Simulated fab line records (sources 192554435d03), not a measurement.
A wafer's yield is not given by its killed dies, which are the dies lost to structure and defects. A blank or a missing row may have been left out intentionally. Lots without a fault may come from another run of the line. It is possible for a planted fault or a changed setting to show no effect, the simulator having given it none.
Which of the tools did it? / flow n5_finfet / 10 lots with 30 wafers sampled at 6 steps, on a route of 1938 steps

== WHAT EACH GAUGE READ, for each wafer ==
N5_BEOL_M10_INSPECT_58: inspects for defects (darkfield). Usual: 71 for raw_defect_count, sd 26.
lot=L524; measured=day 11 00:43; on=defect_inspect-02; raw_defect_count=67 64 76; flag=
lot=L525; measured=day 11 05:07; on=defect_inspect-02; raw_defect_count=138 107 92; flag=
lot=L530; measured=day 12 02:08; on=defect_inspect-01; raw_defect_count=1381 123 94; flag=OFF
lot=L531; measured=day 12 20:54; on=defect_inspect-01; raw_defect_count=83 60 42; flag=
lot=L537; measured=day 14 06:15; on=defect_inspect-02; raw_defect_count=54 60 53; flag=
lot=L543; measured=day 15 10:20; on=defect_inspect-02; raw_defect_count=136 97 66; flag=
lot=L544; measured=day 15 21:21; on=defect_inspect-01; raw_defect_count=36 43 22; flag=
lot=L545; measured=day 16 06:40; on=defect_inspect-02; raw_defect_count=93 60 132; flag=
lot=L547; measured=day 16 22:50; on=defect_inspect-02; raw_defect_count=57 63 50; flag=
lot=L546; measured=day 17 02:23; on=defect_inspect-01; raw_defect_count=85 57 48; flag=

N5_BEOL_M11_INSPECT_13: inspects for defects (brightfield). Usual: 444 for raw_defect_count, sd 120.
lot=L524; measured=day 11 04:39; on=defect_inspect-02; raw_defect_count=458 387 424; flag=
lot=L525; measured=day 11 07:28; on=defect_inspect-02; raw_defect_count=449 547 449; flag=
lot=L530; measured=day 12 03:19; on=defect_inspect-02; raw_defect_count=1862 524 444; flag=OFF
lot=L531; measured=day 12 22:32; on=defect_inspect-02; raw_defect_count=466 520 454; flag=
lot=L537; measured=day 14 08:38; on=defect_inspect-02; raw_defect_count=373 403 419; flag=
lot=L543; measured=day 15 12:40; on=defect_inspect-02; raw_defect_count=377 380 374; flag=
lot=L544; measured=day 15 23:11; on=defect_inspect-01; raw_defect_count=386 359 263; flag=
lot=L545; measured=day 16 08:41; on=defect_inspect-02; raw_defect_count=774 688 896; flag=
lot=L547; measured=day 17 00:55; on=defect_inspect-02; raw_defect_count=556 613 552; flag=
lot=L546; measured=day 17 06:53; on=defect_inspect-02; raw_defect_count=401 329 390; flag=

== WHAT TOOL EACH LOT RAN ON (gives the tool, then ch and the chambers of the sampled wafers, and finally the start) ==
lot=L524; N5_BEOL_M10_CURE_72=uv_cure-02 ch 0, day 10 22:38; N5_BEOL_M10_PRE_CLEAN_45=pvd_sputter-01, day 10 23:02; N5_BEOL_M10_CMP_52=cmp-02 ch 1,2,3, day 11 00:16; N5_BEOL_M11_HM_DEP_02=pvd_sputter-02, day 11 04:06
lot=L525; N5_BEOL_M10_CURE_72=uv_cure-03 ch 0, day 10 23:07; N5_BEOL_M10_PRE_CLEAN_45=pvd_sputter-01, day 10 23:35; N5_BEOL_M10_CMP_52=cmp-03 ch 1,2,3, day 11 04:42; N5_BEOL_M11_HM_DEP_02=pvd_sputter-01, day 11 06:55
lot=L530; N5_BEOL_M10_CURE_72=uv_cure-03 ch 0, day 11 21:15; N5_BEOL_M10_PRE_CLEAN_45=pvd_sputter-02, day 11 21:38; N5_BEOL_M10_CMP_52=cmp-01 ch 0,2,3, day 12 01:41; N5_BEOL_M11_HM_DEP_02=pvd_sputter-03, day 12 02:54
lot=L531; N5_BEOL_M10_CURE_72=uv_cure-01 ch 0, day 12 18:26; N5_BEOL_M10_PRE_CLEAN_45=pvd_sputter-01, day 12 18:46; N5_BEOL_M10_CMP_52=cmp-03 ch 1,2,3, day 12 20:31; N5_BEOL_M11_HM_DEP_02=pvd_sputter-02, day 12 22:07
lot=L537; N5_BEOL_M10_CURE_72=uv_cure-03 ch 0, day 14 03:46; N5_BEOL_M10_PRE_CLEAN_45=pvd_sputter-03, day 14 04:20; N5_BEOL_M10_CMP_52=cmp-02 ch 0,1,3, day 14 05:50; N5_BEOL_M11_HM_DEP_02=pvd_sputter-01, day 14 08:13
lot=L543; N5_BEOL_M10_CURE_72=uv_cure-02 ch 2, day 15 06:54; N5_BEOL_M10_PRE_CLEAN_45=pvd_sputter-03, day 15 07:40; N5_BEOL_M10_CMP_52=cmp-01 ch 0,1,3, day 15 09:55; N5_BEOL_M11_HM_DEP_02=pvd_sputter-02, day 15 12:06
lot=L544; N5_BEOL_M10_CURE_72=uv_cure-01 ch 0, day 15 18:36; N5_BEOL_M10_PRE_CLEAN_45=pvd_sputter-02, day 15 18:57; N5_BEOL_M10_CMP_52=cmp-02 ch 0,3, day 15 20:56; N5_BEOL_M11_HM_DEP_02=pvd_sputter-02, day 15 22:37
lot=L545; N5_BEOL_M10_CURE_72=uv_cure-03 ch 0, day 16 03:53; N5_BEOL_M10_PRE_CLEAN_45=pvd_sputter-01, day 16 04:55; N5_BEOL_M10_CMP_52=cmp-01 ch 0,1,2, day 16 06:19; N5_BEOL_M11_HM_DEP_02=pvd_sputter-01, day 16 08:08
lot=L547; N5_BEOL_M10_CURE_72=uv_cure-01 ch 1, day 16 20:00; N5_BEOL_M10_PRE_CLEAN_45=pvd_sputter-03, day 16 20:34; N5_BEOL_M10_CMP_52=cmp-01 ch 0,1, day 16 22:23; N5_BEOL_M11_HM_DEP_02=pvd_sputter-02, day 17 00:29
lot=L546; N5_BEOL_M10_CURE_72=uv_cure-02 ch 2, day 17 00:07; N5_BEOL_M10_PRE_CLEAN_45=pvd_sputter-02, day 17 00:47; N5_BEOL_M10_CMP_52=cmp-01 ch 1,2,3, day 17 01:55; N5_BEOL_M11_HM_DEP_02=pvd_sputter-02, day 17 06:20
- N5_BEOL_M10_CURE_72: cures SiCOH lowk, time 120 s.
- N5_BEOL_M10_PRE_CLEAN_45: time 30 s.
- N5_BEOL_M10_CMP_52: polishes, stops on SiCOH lowk, t overpolish 7 s, target thk 140 nm.
- N5_BEOL_M11_HM_DEP_02: deposits TiN, target thk 20 nm.

== AS READ BY THE TOOLS THEMSELVES (means over the sampled wafers that have a number; for cases with no such wafer, the mark the record gives instead) ==
N5_BEOL_M10_CURE_72. Usual: lamp_power_pct 52.31 %, standard deviation 0.057; wafer_temp_C_max 371.9, standard deviation 0.69.
lot=L524; tool=uv_cure-02; lamp_power_pct (%)=52.32; wafer_temp_C_max=371.6; flag=
lot=L525; tool=uv_cure-03; lamp_power_pct (%)=52.31; wafer_temp_C_max=371.7; flag=
lot=L530; tool=uv_cure-03; lamp_power_pct (%)=52.33; wafer_temp_C_max=371.5; flag=
lot=L531; tool=uv_cure-01; lamp_power_pct (%)=52.31; wafer_temp_C_max=371.8; flag=
lot=L537; tool=uv_cure-03; lamp_power_pct (%)=52.28; wafer_temp_C_max=371.8; flag=
lot=L543; tool=uv_cure-02; lamp_power_pct (%)=52.32; wafer_temp_C_max=373.3; flag=
lot=L544; tool=uv_cure-01; lamp_power_pct (%)=52.30; wafer_temp_C_max=371.9; flag=
lot=L545; tool=uv_cure-03; lamp_power_pct (%)=52.30; wafer_temp_C_max=371.8; flag=
lot=L547; tool=uv_cure-01; lamp_power_pct (%)=52.28; wafer_temp_C_max=371.6; flag=
lot=L546; tool=uv_cure-02; lamp_power_pct (%)=52.34; wafer_temp_C_max=373.3; flag=

N5_BEOL_M10_PRE_CLEAN_45. Usual: 336 W for heater_power_w, sd 23.
lot=L524; tool=pvd_sputter-01; heater_power_w (W)=324; flag=
lot=L525; tool=pvd_sputter-01; heater_power_w (W)=335; flag=
lot=L530; tool=pvd_sputter-02; heater_power_w (W)=334; flag=
lot=L531; tool=pvd_sputter-01; heater_power_w (W)=331; flag=
lot=L537; tool=pvd_sputter-03; heater_power_w (W)=348; flag=
lot=L543; tool=pvd_sputter-03; heater_power_w (W)=338; flag=
lot=L544; tool=pvd_sputter-02; heater_power_w (W)=329; flag=
lot=L545; tool=pvd_sputter-01; heater_power_w (W)=331; flag=
lot=L547; tool=pvd_sputter-03; heater_power_w (W)=340; flag=
lot=L546; tool=pvd_sputter-02; heater_power_w (W)=323; flag=

N5_BEOL_M10_CMP_52. Usual: barrier_field_endpoint_s 28.6 s, standard deviation 0.88; edge_zone_pressure_frac 1.000, standard deviation 0.0045; motor_current_A 6.1 A, standard deviation 0.65; overpolish_run_s 7.001 s, standard deviation 0.0089; time_to_endpoint_s 64 s, standard deviation 4.3.
lot=L524; tool=cmp-02; barrier_field_endpoint_s (s)=29.5; edge_zone_pressure_frac=0.999; motor_current_A (A)=5.9; overpolish_run_s (s)=7.003; time_to_endpoint_s (s)=68; flag=
lot=L525; tool=cmp-03; barrier_field_endpoint_s (s)=29.2; edge_zone_pressure_frac=0.999; motor_current_A (A)=6.1; overpolish_run_s (s)=6.987; time_to_endpoint_s (s)=64; flag=
lot=L530; tool=cmp-01; barrier_field_endpoint_s (s)=27.9; edge_zone_pressure_frac=1.001; motor_current_A (A)=5.8; overpolish_run_s (s)=7.003; time_to_endpoint_s (s)=62; flag=
lot=L531; tool=cmp-03; barrier_field_endpoint_s (s)=29.2; edge_zone_pressure_frac=1.002; motor_current_A (A)=6.0; overpolish_run_s (s)=7.004; time_to_endpoint_s (s)=62; flag=
lot=L537; tool=cmp-02; barrier_field_endpoint_s (s)=28.2; edge_zone_pressure_frac=0.996; motor_current_A (A)=5.8; overpolish_run_s (s)=7.000; time_to_endpoint_s (s)=66; flag=
lot=L543; tool=cmp-01; barrier_field_endpoint_s (s)=28.8; edge_zone_pressure_frac=1.000; motor_current_A (A)=6.0; overpolish_run_s (s)=6.999; time_to_endpoint_s (s)=63; flag=
lot=L544; tool=cmp-02; barrier_field_endpoint_s (s)=30.3; edge_zone_pressure_frac=0.999; motor_current_A (A)=5.5; overpolish_run_s (s)=7.000; time_to_endpoint_s (s)=67; flag=
lot=L545; tool=cmp-01; barrier_field_endpoint_s (s)=28.6; edge_zone_pressure_frac=1.000; motor_current_A (A)=6.1; overpolish_run_s (s)=7.004; time_to_endpoint_s (s)=63; flag=
lot=L547; tool=cmp-01; barrier_field_endpoint_s (s)=28.8; edge_zone_pressure_frac=1.001; motor_current_A (A)=6.7; overpolish_run_s (s)=6.998; time_to_endpoint_s (s)=63; flag=
lot=L546; tool=cmp-01; barrier_field_endpoint_s (s)=28.8; edge_zone_pressure_frac=0.996; motor_current_A (A)=6.3; overpolish_run_s (s)=6.998; time_to_endpoint_s (s)=63; flag=

N5_BEOL_M11_HM_DEP_02. Usual: 30.6 % for throttle_valve_pct, sd 0.84.
lot=L524; tool=pvd_sputter-02; throttle_valve_pct (%)=30.5; flag=
lot=L525; tool=pvd_sputter-01; throttle_valve_pct (%)=30.5; flag=
lot=L530; tool=pvd_sputter-03; throttle_valve_pct (%)=31.5; flag=
lot=L531; tool=pvd_sputter-02; throttle_valve_pct (%)=30.4; flag=
lot=L537; tool=pvd_sputter-01; throttle_valve_pct (%)=30.8; flag=
lot=L543; tool=pvd_sputter-02; throttle_valve_pct (%)=30.2; flag=
lot=L544; tool=pvd_sputter-02; throttle_valve_pct (%)=30.4; flag=
lot=L545; tool=pvd_sputter-01; throttle_valve_pct (%)=31.3; flag=
lot=L547; tool=pvd_sputter-02; throttle_valve_pct (%)=30.3; flag=
lot=L546; tool=pvd_sputter-02; throttle_valve_pct (%)=30.4; flag=

== THE ANSWER, worked out from the rows above alone ==
Rule: lot off if the mean of its wafers having a number is beyond 3 standard deviations from the usual mean. Also off: a lot with no number at a reading for which 4 or more lots have one. Where the step has rows for the other lots, those lots are counted as sound. After the gauges, taken in route order, come the tools' own readings; for these a lot's mean is taken, as printed above. The first step at which some lot is off is used, and at that step the reading that is off furthest; a lot without a number counts as furthest.
Off: L530, at N5_BEOL_M10_INSPECT_58 (raw_defect_count).
A tool fits if, at a process step before that reading, it ran every lot that is off, and no sound lot after the first of them. The gauges at N5_BEOL_M10_INSPECT_58 aren't tried: what is off there is off at N5_BEOL_M11_INSPECT_13 too, on other tools, and a gauge's error can't cause that. Not one of the candidates tried fits.

== WHAT THE SIMULATOR HAD INSERTED ==
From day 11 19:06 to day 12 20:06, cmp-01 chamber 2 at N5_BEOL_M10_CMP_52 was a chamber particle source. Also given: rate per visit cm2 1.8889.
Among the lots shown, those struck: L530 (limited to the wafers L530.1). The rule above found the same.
